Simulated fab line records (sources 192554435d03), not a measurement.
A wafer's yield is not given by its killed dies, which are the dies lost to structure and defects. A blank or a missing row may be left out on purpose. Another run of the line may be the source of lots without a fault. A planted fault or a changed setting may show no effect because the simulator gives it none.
A single fault, viewed from 2 desks -- flow n5Finfet -- only its own numbers are on each desk; what lay behind them is given at the end

== METROLOGY DESK ==
Means of the sampled wafers that have a number, per lot and without regard to the tool the lot ran on: this is what the gauges read. If a lot's mean is further than 4 standard deviations from the usual mean, the lot is out of limits and carries the mark OUT (the distance appears in the brackets).
Columns: A = cdNm at N5_BEOL_M6_CD_MEAS_18, usual 40.0 nm; B = cdNm at N5_BEOL_M6_CD_MEAS_28, usual 39.90 nm
lot,first seen here,A,B
L394,day 8 15:13,39.8,39.38
L402,day 10 14:50,39.8,-
L401,day 10 15:00,39.9,-
L410,day 13 00:13,40.2,40.12
L413,day 13 17:05,39.9,39.71
L415,day 14 11:11,40.3,40.05
Finding of this desk: none of the 6 lots has anything out of limits.

== DESK OF THE TOOL OWNER: lithoTrack-02 ==
The tool's own readings at N5_BEOL_M6_DEVELOP_27 (develop time 30 s): means of the sampled wafers that have a number, for each lot that ran on this tool. If a lot's mean is further than 4 standard deviations from the usual mean, the lot is out of limits and carries the mark OUT (the distance appears in the brackets).
Columns: A = chillPlateTempC at N5_BEOL_M6_DEVELOP_27, usual 23.02 C
lot,first seen here,A
L394,day 8 17:05,23.14
L413,day 13 17:58,22.81
Finding of this desk: none of the 2 lots has anything out of limits.

== PUT TOGETHER ==
The metrology desk saw nothing out of limits.
Nothing out of limits was seen by the tool owner's desk.

== WHAT HAD BEEN PUT IN BY THE SIMULATOR ==
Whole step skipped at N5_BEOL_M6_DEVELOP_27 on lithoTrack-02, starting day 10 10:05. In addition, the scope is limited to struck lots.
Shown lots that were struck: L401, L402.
